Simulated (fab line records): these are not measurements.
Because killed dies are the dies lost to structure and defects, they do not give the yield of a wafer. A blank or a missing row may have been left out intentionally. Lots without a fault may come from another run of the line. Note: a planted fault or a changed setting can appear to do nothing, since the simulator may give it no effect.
A struck lot beside a sound one + flow n5_finfet + 14 steps out of a route of 1938
Sound: the wafers L828.1, L828.3, L828.5. The struck wafers were L831.1, L831.2, L831.4. The cause is given at the end.
Each step with rows lists, per side, the tool, then ch with its chambers, then its first start. Under that, the readings that differ: sound wafers + struck wafers + difference of the means + sigmas: that difference in standard deviations of wafers without a fault.
alike: words and numbers the same on both sides, and readings whose means are apart by under 2 such deviations; not compared: readings that were withheld, readings missing a value for some wafer, numbers with overlapping values and no deviation given by the record, and bounds like >300 which may hide the same value.
The two part at a step that has a row with sigmas, a row that says differs or no value, or rows on one side only. When numbers do not overlap yet have no deviation, they are printed without sigmas and do not part them. Lack of a reading on every wafer of one side parts them only where that side has two or more wafers.

N5_BEOL_M12_VIA_ETCH_16: etches SiOC in C4F8/O2/Ar, target depth 724.8 nm.
  sound on rie_diel-05 ch 0,2,3, day 12 20:59; struck on rie_diel-02 ch 0,1,3, day 14 22:54
  alike: drypump_motor_current_A, mfc_ar_sccm, oes_product_au, rf_fwd_power_W, rf_vpp_V, showerhead_plenum_p_Torr, throttle_valve_pct
N5_BEOL_M12_STRIP_63: strips in N2/H2.
  sound on plasma_asher-02 ch 0,1, day 12 21:11; struck on plasma_asher-01 ch 0,1, day 14 23:06
| reading            | sound       | struck      | difference | sigmas |
|--------------------|-------------|-------------|------------|--------|
| heater_power_w (W) | 247 279 246 | 341 330 323 | +74        | +2     |
  alike: drypump_motor_current_A, h2_flow_sccm, n2_flow_sccm, oes_product_au, strip_time_to_endpoint_s
  not compared: rf_hours_counter_h
N5_BEOL_M12_STRIP_64: strips in N2/H2.
  sound on plasma_asher-02 ch 0,1, day 12 21:15; struck on plasma_asher-01 ch 0,1, day 14 23:10
| reading            | sound       | struck      | difference | sigmas |
|--------------------|-------------|-------------|------------|--------|
| heater_power_w (W) | 246 273 254 | 342 322 333 | +75        | +2     |
  alike: drypump_motor_current_A, h2_flow_sccm, n2_flow_sccm, oes_product_au, strip_time_to_endpoint_s
  not compared: rf_hours_counter_h
then, 2 steps without rows for these wafers: N5_BEOL_M12_STRIP_71 (strips in post etch residue remover, time 60 s); N5_BEOL_M12_SRD_72 (time 30 s, dry time 30 s).
N5_BEOL_M12_CD_MEAS_17: target cd 140 nm.
  sound on cd_sem-02 at day 12 21:24; struck on cd_sem-03 at day 14 23:18
  alike: cd_nm
then, 6 steps without rows for these wafers: N5_BEOL_M12_COAT_65 (time 60 s, resist thk 300 nm); N5_BEOL_M12_COAT_66 (time 60 s, resist thk 110 nm); N5_BEOL_M12_COAT_22 (resist thk 300 nm); N5_BEOL_M12_EBR_24; N5_BEOL_M12_SOFTBAKE_23 (time 60 s); N5_BEOL_M12_EXPOSE_25 (exposes mask M12).
N5_BEOL_M12_PEB_26: peb time 90 s.
  sound on litho_track-05 ch 0, day 12 21:44; struck on litho_track-04, day 14 23:38
  no value came back on the struck wafers for chill_plate_temp_C (C), exhaust_pa (Pa); on the sound wafers chill_plate_temp_C (C) reads 23.10 23.02 23.06
then, 1 step without rows for these wafers: N5_BEOL_M12_DEVELOP_27 (develop time 45 s).

WHERE THEY PART
At N5_BEOL_M12_STRIP_63 first; at N5_BEOL_M12_PEB_26 last (within this record only).

WHY: the cause the simulator had injected
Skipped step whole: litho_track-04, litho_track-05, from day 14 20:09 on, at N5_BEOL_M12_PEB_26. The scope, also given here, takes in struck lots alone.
